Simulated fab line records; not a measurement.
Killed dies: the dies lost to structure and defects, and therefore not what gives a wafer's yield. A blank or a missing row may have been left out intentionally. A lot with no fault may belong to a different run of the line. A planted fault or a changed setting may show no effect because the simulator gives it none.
Comparing a struck lot with a sound one -- flow nand-harc -- 13 out of 1302 route steps
Sound: the wafers L335.2, L335.4, L335.6. Wafers struck: L339.2, L339.3, L339.5. At the end, the cause is stated.
Order at every step that has rows: each side's tool, ch and its chambers, its first start. Under that, the readings that differ: sound wafers -- struck wafers -- difference of the means -- sigmas: that difference in standard deviations of wafers without a fault.
alike: a reading whose means differ by less than 2 such deviations, as well as words and numbers matching on both sides. not compared: withheld readings; readings where some wafer has no value; bounds like >300 that might hide an equal value; numbers whose values overlap and for which the record gives no deviation.
A row with sigmas, a row that says differs or no value, or rows on one side alone: a step with any of these is where the two part. Non-overlapping numbers with no deviation appear without sigmas and do not part them. A reading missing from all wafers of one side parts the sides only when that side holds two or more wafers.

NHARC_A_STAIRCASE_ETCH_27: etches the open film in C4F8/O2, target depth 100 nm, time 40.5 s.
  sound on rie-diel-10 ch 0,1,2; struck on rie-diel-05 ch 0,1,2
  alike: oes-product-au, rf-vpp-V
  not compared: rf-hours-counter-h
NHARC_A_STAIRCASE_STRIP_175: strips in O2.
  sound on plasma-asher-02 ch 1, day 16 08:56; struck on plasma-asher-02 ch 0, day 18 13:30
reading,sound,struck,difference,sigmas
heater-power-w (W),265 270 265,330 328 328,+62,+2
  alike: drypump-motor-current-A
  not compared: rf-hours-counter-h
then, 9 steps without rows for these wafers: NHARC_A_STAIRCASE_STRIP_148 (strips in SPM, time 900 s); NHARC_A_STAIRCASE_PRECLEAN_149 (cleans in SC1); NHARC_A_STAIRCASE_SRD_150; NHARC_A_STAIRCASE_DEHYDRATE_176 (time 120 s); NHARC_A_STAIRCASE_HMDS_177 (time 30 s); NHARC_A_STAIRCASE_COAT_178; NHARC_A_STAIRCASE_SOFTBAKE_179 (time 170 s); NHARC_A_STAIRCASE_EBR_180; NHARC_A_STAIRCASE_EXPOSE_181 (exposes mask STAIR 2).
NHARC_A_STAIRCASE_PEB_182: peb time 130 s.
  sound on litho-track-07 ch 0, day 16 10:06; struck on litho-track-03, day 18 14:43
  no value came back on the struck wafers for chill-plate-temp-C (C), exhaust-pa (Pa), plate-temp-C (C), resist-line-temp-C (C); on the sound wafers chill-plate-temp-C (C) reads 23.26 23.13 23.11
then, 1 step without rows for these wafers: NHARC_A_STAIRCASE_DEVELOP_183 (time 140 s).

## WHERE THEY PART
Earliest at NHARC_A_STAIRCASE_STRIP_175; latest, in this record, at NHARC_A_STAIRCASE_PEB_182.

WHY: what had been put in by the simulator
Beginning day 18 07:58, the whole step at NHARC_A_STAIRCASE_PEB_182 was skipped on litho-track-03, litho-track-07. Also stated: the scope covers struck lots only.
